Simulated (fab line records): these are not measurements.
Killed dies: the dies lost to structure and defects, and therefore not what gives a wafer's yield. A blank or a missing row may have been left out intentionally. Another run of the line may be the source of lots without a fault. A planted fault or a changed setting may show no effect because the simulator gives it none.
Split-lot trial ; flow n5Finfet ; route with 1938 steps; 7 lots, 39 wafers read

== SPLIT DETAILS ==
At N5_DUMMY_GATE_EXPOSE_12 (exposes mask GATE, target cd 25 nm), the setting doseMj was moved away from the recipe's 34 on 18 of the 39 wafers read, by -7.2% to +6.5%. For the rest of the wafers, this setting stayed at what the recipe calls for.

== FROM THE SPLIT TO THE READING: what the file shows between them, 2 steps ==
- N5_DUMMY_GATE_PEB_13: peb time 60 s
- N5_DUMMY_GATE_DEVELOP_14: develop time 30 s

== THE READING ==
cdNm, in nm, at N5_DUMMY_GATE_CD_MEAS_15 (target cd 25.8 nm). A value of 24.96 nm with a standard deviation of 0.24 nm is what fault-free wafers of this fab line usually give.

wafer;tool, chamber at the split;doseMj as run;against the recipe;cdNm, nm;against lot-mates on the recipe
L080.1;euvScanner-02, 0;35.66;+4.9%;23.67;-1.32
L080.2;euvScanner-02, 0;35.66;+4.9%;23.84;-1.15
L080.3;euvScanner-02, 0;34;recipe;25.16;-
L080.4;euvScanner-02, 0;35.66;+4.9%;23.90;-1.09
L080.5;euvScanner-02, 0;34;recipe;24.80;-
L080.6;euvScanner-02, 0;34;recipe;25.00;-
L082.1;euvScanner-01, 0;36.22;+6.5%;23.64;-1.29
L082.2;euvScanner-01, 0;34;recipe;25.17;-
L082.3;euvScanner-01, 0;34;recipe;24.83;-
L082.4;euvScanner-01, 0;36.22;+6.5%;23.28;-1.65
L082.5;euvScanner-01, 0;36.22;+6.5%;23.66;-1.27
L082.6;euvScanner-01, 0;34;recipe;24.78;-
L084.1;euvScanner-02, 0;34;recipe;24.96;-
L084.2;euvScanner-02, 0;32.87;-3.3%;25.87;+0.78
L084.3;euvScanner-02, 0;34;recipe;25.20;-
L084.4;euvScanner-02, 0;32.87;-3.3%;25.35;+0.26
L084.5;euvScanner-02, 0;32.87;-3.3%;25.48;+0.39
L084.6;euvScanner-02, 0;34;recipe;25.11;-
L089.2;euvScanner-01, 0;34;recipe;24.92;-
L089.4;euvScanner-01, 0;34;recipe;24.83;-
L089.6;euvScanner-01, 0;34;recipe;24.95;-
L090.1;euvScanner-01, 0;34;recipe;25.10;-
L090.2;euvScanner-01, 0;34;recipe;24.93;-
L090.3;euvScanner-01, 0;34;recipe;25.05;-
L090.4;euvScanner-01, 0;31.56;-7.2%;26.30;+1.27
L090.5;euvScanner-01, 0;31.56;-7.2%;26.56;+1.53
L090.6;euvScanner-01, 0;31.56;-7.2%;26.55;+1.52
L092.1;euvScanner-02, 0;35.13;+3.3%;24.51;-0.67
L092.2;euvScanner-02, 0;35.13;+3.3%;24.79;-0.39
L092.3;euvScanner-02, 0;34;recipe;25.53;-
L092.4;euvScanner-02, 0;34;recipe;24.95;-
L092.5;euvScanner-02, 0;35.13;+3.3%;24.50;-0.68
L092.6;euvScanner-02, 0;34;recipe;25.07;-
L096.1;euvScanner-01, 0;34.88;+2.6%;24.19;-0.60
L096.2;euvScanner-01, 0;34;recipe;24.83;-
L096.3;euvScanner-01, 0;34.88;+2.6%;24.22;-0.57
L096.4;euvScanner-01, 0;34.88;+2.6%;24.01;-0.78
L096.5;euvScanner-01, 0;34;recipe;24.74;-
L096.6;euvScanner-01, 0;34;recipe;24.81;-

THE FIT
A straight line over all 39 wafers: cdNm changes by -0.212 nm for each +1% of doseMj; r = -0.96; the points scatter about the line by 0.22 nm.
The same after taking each lot's own level away (the mean of its wafers on the recipe; 39 wafers): -0.206 nm for each +1%; r = -0.97; scatter 0.17 nm.
Per that fit: largest doseMj move, reading shift of 1.5 nm.
The span of the lots' own levels, 24.793 to 25.183 nm, comes to 1.6 times the standard deviation stated above.
The two slopes are in agreement: the lot-to-lot level therefore moves the slope only a little.
Check: +1.47 nm against its lot-mates is what the line predicts for one of the wafers moved furthest among these (-7.2%) when that wafer is left out of the fit. It came out at +1.27 nm against them.

== FURTHER SPLITS ON THESE WAFERS ==
Other splits were also applied to these wafers ahead of the reading. Each is held against what the fit with the lots' levels taken away leaves over:
other split on the same wafers;wafers away from the commonest value;r with cdNm (lot level and that fit taken away)
N5_DUMMY_GATE_HM_DEP_06 targetThkA;24;+0.01

== THE WHOLE CHAIN: every reading that the file lists as answering this split, in the file's order ==
step;what it does;reading;change (the file's fit);r (the file's)
N5_DUMMY_GATE_CD_MEAS_15;target cd 25.8 nm;cdNm;-0.208 nm for each +1% of the setting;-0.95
N5_DUMMY_GATE_TRIM_49;chemistry O2, time 29 s, target cd 14 nm;DUMMY_GATE.cdNm (the simulator's own value, which no gauge read);-0.181 nm for each +1% of the setting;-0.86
N5_DUMMY_GATE_ETCH_44;etches poly-Si in HBr/O2, stops on SiO2, target depth 127.5 nm;DUMMY_GATE.cdNm (the simulator's own value, which no gauge read);-0.189 nm for each +1% of the setting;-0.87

== THE FILE'S OWN FIT ==
cdNm changes by -0.208 nm for each +1% of doseMj, r = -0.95.
